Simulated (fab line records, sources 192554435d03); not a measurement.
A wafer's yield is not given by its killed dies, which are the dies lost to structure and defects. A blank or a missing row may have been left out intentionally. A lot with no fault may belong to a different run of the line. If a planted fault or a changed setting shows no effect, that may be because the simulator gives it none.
A lot that was struck, set against a sound lot    flow n5Finfet    36 steps out of a route of 1938
Sound: wafers L205.1, L205.3, L205.4. Wafers struck: L211.2, L211.3, L211.6. Last of all comes the cause.
Per side, at each step with rows, come the tool, then ch with its chambers, and then its first start. Under that, the readings that differ: sound wafers    struck wafers    difference of the means    sigmas: that difference in standard deviations of wafers without a fault.
alike: readings with means less than 2 such deviations apart, plus words and numbers identical on both sides. not compared: withheld readings, readings lacking a value on some wafer, bounds such as >300 that could conceal the same value, and numbers that have no deviation in the record and whose values overlap.
The two part at a step that has a row with sigmas, a row that says differs or no value, or rows on one side only. When numbers do not overlap yet have no deviation, they are printed without sigmas and do not part them. Lack of a reading on every wafer of one side parts them only where that side has two or more wafers.

first, 9 steps without rows for these wafers: N5_MOL_CONTACT_COAG_COAT_34 (resist thk 40 nm); N5_MOL_CONTACT_COAG_EBR_36; N5_MOL_CONTACT_COAG_SOFTBAKE_35 (time 60 s); N5_MOL_CONTACT_COAG_EXPOSE_37 (exposes mask VD, defocus 0 nm); N5_MOL_CONTACT_COAG_PEB_38 (peb time 60 s); N5_MOL_CONTACT_COAG_DEVELOP_39 (develop time 30 s); N5_MOL_CONTACT_COAG_DESCUM_45 (chemistry O2, time 7 s); N5_MOL_CONTACT_COAG_ETCH_65 (etches underlayer in N2/H2, target depth 13 nm, time 10.4 s); N5_MOL_CONTACT_COAG_ETCH_66 (etches SiARC in CF4, target depth 13 nm, time 21.7 s).
N5_MOL_CONTACT_COAG_ALD_133: deposits SiO2, target thk 5 nm, pulse time 1 s, co reactant pulse time 1 s.
  sound on aldSin-03 ch 0,2,3, day 7 12:10; struck on aldSin-04 ch 0,1, day 9 03:53
  alike: chamberPressureTorr, heaterPowerW, precursorPulseHeightRel
then, 25 steps without rows for these wafers: N5_MOL_CONTACT_COAG_ETCHBACK_134 (etches SiO2 in CHF3, target depth 10 nm, time 6.7 s); N5_MOL_CONTACT_COAG_ETCH_67 (etches SOC in N2/H2, target depth 60 nm, overetch 21 nm, time 101.2 s); N5_MOL_CONTACT_COAG_STRIP_68 (strips in N2/H2); N5_MOL_CONTACT_COAG_STRIP_69 (strips in N2/H2); N5_MOL_CONTACT_COAG_ETCHBACK_136 (etches SiO2 in CHF3, target depth 25 nm, time 16.7 s); N5_MOL_CONTACT_COAG_STRIP_120 (strips in CHF3); N5_MOL_CONTACT_COAG_VIA_ETCH_117 (etches SiO2 in C4F6/O2, target depth 40 nm, overetch 8 nm, time 26 s); N5_MOL_CONTACT_COAG_ETCH_124 (etches SiNx in CH3F/O2, stops on SiOC, target depth 6.5 nm); N5_MOL_CONTACT_COAG_ETCH_48 (etches SiOC in C4F6/O2, target depth 15 nm, overetch 4.5 nm, time 17 s); N5_MOL_CONTACT_COAG_STRIP_72 (strips in N2/H2); N5_MOL_CONTACT_COAG_STRIP_49 (strips in N2/H2, time 30 s); N5_MOL_CONTACT_COAG_PRECLEAN_138 (cleans in alkaline clean, time 60 s); N5_MOL_CONTACT_COAG_SRD_139 (time 30 s); N5_MOL_CONTACT_COAG_PRE_CLEAN_121; N5_MOL_CONTACT_COAG_CVD_140 (deposits W, target thk 66.5 nm, time 215 s); N5_MOL_CONTACT_COAG_PRECLEAN_127 (cleans in DIW, time 57.5 s); N5_MOL_CONTACT_COAG_SRD_128 (dry time 32 s); N5_MOL_CONTACT_COAG_CMP_52 (polishes, stops on SiO2, t overpolish 1.5 s, target thk 66.5 nm); N5_MOL_CONTACT_COAG_ANNEAL_112 (time 1800 s); N5_BEOL_M0_SAQP_PECVD_00 (deposits SiCN from 3MS/NH3, target thk 8 nm, time 14 s); N5_BEOL_M0_SAQP_ILD_DEP_01 (deposits SiOC from DEMS/O2, target thk 45.419 nm, time 8.7 s); N5_BEOL_M0_SAQP_HM_DEP_02 (deposits TiN, target thk 12 nm); N5_BEOL_M0_SAQP_PECVD_03 (deposits SiCN from 3MS/NH3, target thk 12 nm, time 21.1 s); N5_BEOL_M0_SAQP_PECVD_96 (deposits a-Si from SiH4/He, target thk 45 nm, time 45.2 s); N5_BEOL_M0_SAQP_PECVD_97 (deposits SiNx from SiH4/NH3/N2, target thk 23 nm, time 19.9 s).
-- the record jumps here: 8 days lie between the struck wafers' starts before and after (it left off in module BEOL_M0_SAQP and takes up again in module PASSIVATION, whose first step shown is number 1936 of the route) --
N5_PASSIVATION_PROBE_49:
  sound on prober-01, day 15 03:40; struck on prober-01, day 17 01:45
reading           sound     struck     difference  sigmas
killedAtContacts  12 23 20  123 35 41  +48         +9
  alike: killed_at_M0_to_M3, killed_at_M4_up, killedAtFrontEnd, killedAtOther, killedDies, killedOpen, killedShort

## WHERE THEY PART
Within this record, at N5_PASSIVATION_PROBE_49 only.

WHY: whatever the simulator had introduced
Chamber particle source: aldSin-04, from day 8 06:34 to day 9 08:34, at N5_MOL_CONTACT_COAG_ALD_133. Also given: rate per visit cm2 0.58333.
